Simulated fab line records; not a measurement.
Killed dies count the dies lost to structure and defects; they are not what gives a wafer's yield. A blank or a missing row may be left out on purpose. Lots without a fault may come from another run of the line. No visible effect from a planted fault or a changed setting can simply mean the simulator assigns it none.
Split-lot study || flow n5_finfet || on a route of 1938 steps: 7 lots, 21 wafers read

## SPLIT DETAILS
At N5_BEOL_M11_DESCUM_16 (chemistry O2, time 7.9 s), the setting time_s was moved away from the recipe's 7.9 s on 6 of the 21 wafers read, by -14.8% to +19.7%. The other wafers ran this setting at the recipe's value.

Split to reading: the file shows no intervening step.

## THE READING
CAR-ArF_of_BEOL_M11_COAT_05.thk_nm (the simulator's own value, which no gauge read), in nm, at N5_BEOL_M11_ETCH_61 (etches SiARC in CF4, target depth 39 nm, time 65 s). No usual value for it is given in the file. Average 55.6 nm, standard deviation 0.25 nm, over the 15 wafers here run with the recipe.

{"wafer": "L075.4", "tool, chamber at the split": "rie_diel-06, 1", "time_s as run, s": 8.901, "against the recipe": "+12.7%", "CAR-ArF_of_BEOL_M11_COAT_05.thk_nm, nm": 55, "against lot-mates on the recipe": -0.6}
{"wafer": "L075.5", "tool, chamber at the split": "rie_diel-06, 3,0", "time_s as run, s": 7.9, "against the recipe": "recipe", "CAR-ArF_of_BEOL_M11_COAT_05.thk_nm, nm": 55.6, "against lot-mates on the recipe": "-"}
{"wafer": "L075.6", "tool, chamber at the split": "rie_diel-06, 3,0", "time_s as run, s": 7.9, "against the recipe": "recipe", "CAR-ArF_of_BEOL_M11_COAT_05.thk_nm, nm": 55.6, "against lot-mates on the recipe": "-"}
{"wafer": "L077.1", "tool, chamber at the split": "rie_diel-01, 1,2", "time_s as run, s": 7.9, "against the recipe": "recipe", "CAR-ArF_of_BEOL_M11_COAT_05.thk_nm, nm": 55.2, "against lot-mates on the recipe": "-"}
{"wafer": "L077.2", "tool, chamber at the split": "rie_diel-01, 1,2", "time_s as run, s": 7.9, "against the recipe": "recipe", "CAR-ArF_of_BEOL_M11_COAT_05.thk_nm, nm": 55.2, "against lot-mates on the recipe": "-"}
{"wafer": "L077.5", "tool, chamber at the split": "rie_diel-01, 0", "time_s as run, s": 7.9, "against the recipe": "recipe", "CAR-ArF_of_BEOL_M11_COAT_05.thk_nm, nm": 55.6, "against lot-mates on the recipe": "-"}
{"wafer": "L076.1", "tool, chamber at the split": "rie_diel-04, 0", "time_s as run, s": 7.9, "against the recipe": "recipe", "CAR-ArF_of_BEOL_M11_COAT_05.thk_nm, nm": 55.4, "against lot-mates on the recipe": "-"}
{"wafer": "L076.3", "tool, chamber at the split": "rie_diel-04, 1,2", "time_s as run, s": 7.9, "against the recipe": "recipe", "CAR-ArF_of_BEOL_M11_COAT_05.thk_nm, nm": 55.8, "against lot-mates on the recipe": "-"}
{"wafer": "L076.6", "tool, chamber at the split": "rie_diel-04, 1,2", "time_s as run, s": 7.9, "against the recipe": "recipe", "CAR-ArF_of_BEOL_M11_COAT_05.thk_nm, nm": 55.8, "against lot-mates on the recipe": "-"}
{"wafer": "L078.1", "tool, chamber at the split": "rie_diel-04, 0,1", "time_s as run, s": 7.9, "against the recipe": "recipe", "CAR-ArF_of_BEOL_M11_COAT_05.thk_nm, nm": 55.6, "against lot-mates on the recipe": "-"}
{"wafer": "L078.4", "tool, chamber at the split": "rie_diel-04, 0,1", "time_s as run, s": 7.9, "against the recipe": "recipe", "CAR-ArF_of_BEOL_M11_COAT_05.thk_nm, nm": 55.6, "against lot-mates on the recipe": "-"}
{"wafer": "L078.5", "tool, chamber at the split": "rie_diel-04, 0", "time_s as run, s": 7.9, "against the recipe": "recipe", "CAR-ArF_of_BEOL_M11_COAT_05.thk_nm, nm": 55.2, "against lot-mates on the recipe": "-"}
{"wafer": "L092.3", "tool, chamber at the split": "rie_diel-06, 0,3", "time_s as run, s": 7.9, "against the recipe": "recipe", "CAR-ArF_of_BEOL_M11_COAT_05.thk_nm, nm": 56, "against lot-mates on the recipe": "-"}
{"wafer": "L092.4", "tool, chamber at the split": "rie_diel-06, 0,3", "time_s as run, s": 7.9, "against the recipe": "recipe", "CAR-ArF_of_BEOL_M11_COAT_05.thk_nm, nm": 56, "against lot-mates on the recipe": "-"}
{"wafer": "L092.5", "tool, chamber at the split": "rie_diel-06, 0", "time_s as run, s": 9.454, "against the recipe": "+19.7%", "CAR-ArF_of_BEOL_M11_COAT_05.thk_nm, nm": 54.8, "against lot-mates on the recipe": -1.2}
{"wafer": "L095.3", "tool, chamber at the split": "rie_diel-06, 0", "time_s as run, s": 8.844, "against the recipe": "+11.9%", "CAR-ArF_of_BEOL_M11_COAT_05.thk_nm, nm": 55.2, "against lot-mates on the recipe": -0.6}
{"wafer": "L095.5", "tool, chamber at the split": "rie_diel-06, 0", "time_s as run, s": 8.844, "against the recipe": "+11.9%", "CAR-ArF_of_BEOL_M11_COAT_05.thk_nm, nm": 55.2, "against lot-mates on the recipe": -0.6}
{"wafer": "L095.4", "tool, chamber at the split": "rie_diel-06, 3", "time_s as run, s": 7.9, "against the recipe": "recipe", "CAR-ArF_of_BEOL_M11_COAT_05.thk_nm, nm": 55.8, "against lot-mates on the recipe": "-"}
{"wafer": "L096.1", "tool, chamber at the split": "rie_diel-01, 1", "time_s as run, s": 7.9, "against the recipe": "recipe", "CAR-ArF_of_BEOL_M11_COAT_05.thk_nm, nm": 55.6, "against lot-mates on the recipe": "-"}
{"wafer": "L096.2", "tool, chamber at the split": "rie_diel-01, 3,0", "time_s as run, s": 6.734, "against the recipe": "-14.8%", "CAR-ArF_of_BEOL_M11_COAT_05.thk_nm, nm": 56.4, "against lot-mates on the recipe": "+0.8"}
{"wafer": "L096.4", "tool, chamber at the split": "rie_diel-01, 3,0", "time_s as run, s": 6.734, "against the recipe": "-14.8%", "CAR-ArF_of_BEOL_M11_COAT_05.thk_nm, nm": 56.4, "against lot-mates on the recipe": "+0.8"}
When a row names more than one chamber, that row covers several wafers, and the file does not tell which wafer ran in which chamber.

FIT RESULTS
A straight line over all 21 wafers: CAR-ArF_of_BEOL_M11_COAT_05.thk_nm changes by -0.0452 nm for each +1% of time_s; r = -0.84; the points scatter about the line by 0.23 nm.
The same after taking each lot's own level away (the mean of its wafers on the recipe; 21 wafers): -0.0546 nm for each +1%; r = -0.96; scatter 0.14 nm.
On that fit, the largest move of time_s shifts the reading by 1.1 nm.
From 55.33 to 56.00 nm: that is the span of the lots' own levels, equal to 2.6 times the standard deviation above.
So the lot-to-lot level changes the slope: the two fits differ.
Check: with one of the wafers moved furthest among these (+19.7%) left out of the fit, the line predicts -1.01 nm for it against its lot-mates. Against them it came out at -1.2 nm.

## OTHER SPLITS APPLIED TO THESE WAFERS
Other splits were also applied to these wafers ahead of the reading. Each is held against what the fit with the lots' levels taken away leaves over:
{"other split on the same wafers": "N5_BEOL_M8_DESCUM_16 time_s", "wafers away from the commonest value": 9, "r with CAR-ArF_of_BEOL_M11_COAT_05.thk_nm (lot level and that fit taken away)": "+0.07"}
{"other split on the same wafers": "N5_BEOL_M8_TRENCH_ETCH_37 bias_w", "wafers away from the commonest value": 9, "r with CAR-ArF_of_BEOL_M11_COAT_05.thk_nm (lot level and that fit taken away)": "+0.31"}
{"other split on the same wafers": "N5_BEOL_M8_CURE_75 time_s", "wafers away from the commonest value": 6, "r with CAR-ArF_of_BEOL_M11_COAT_05.thk_nm (lot level and that fit taken away)": -0.15}
{"other split on the same wafers": "N5_BEOL_M10_VIA_ETCH_34 time_s", "wafers away from the commonest value": 7, "r with CAR-ArF_of_BEOL_M11_COAT_05.thk_nm (lot level and that fit taken away)": "+0.14"}
{"other split on the same wafers": "N5_BEOL_M10_TRENCH_ETCH_37 time_s", "wafers away from the commonest value": 8, "r with CAR-ArF_of_BEOL_M11_COAT_05.thk_nm (lot level and that fit taken away)": -0.35}

## THE WHOLE CHAIN: every reading that the file lists as answering this split, in the file's order
{"step": "N5_BEOL_M11_DESCUM_16", "what it does": "chemistry O2, time 7.9 s", "reading": "CAR-ArF_of_BEOL_M11_COAT_05.thk_nm (the simulator's own value, which no gauge read)", "change (the file's fit)": "-0.0539 nm for each +1% of the setting", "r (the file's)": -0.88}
{"step": "N5_BEOL_M11_ETCH_61", "what it does": "etches SiARC in CF4, target depth 39 nm, time 65 s", "reading": "CAR-ArF_of_BEOL_M11_COAT_05.thk_nm (the simulator's own value, which no gauge read)", "change (the file's fit)": "-0.0553 nm for each +1% of the setting", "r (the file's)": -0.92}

## THE FILE'S OWN FIT
CAR-ArF_of_BEOL_M11_COAT_05.thk_nm changes by -0.0553 nm for each +1% of time_s, r = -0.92.
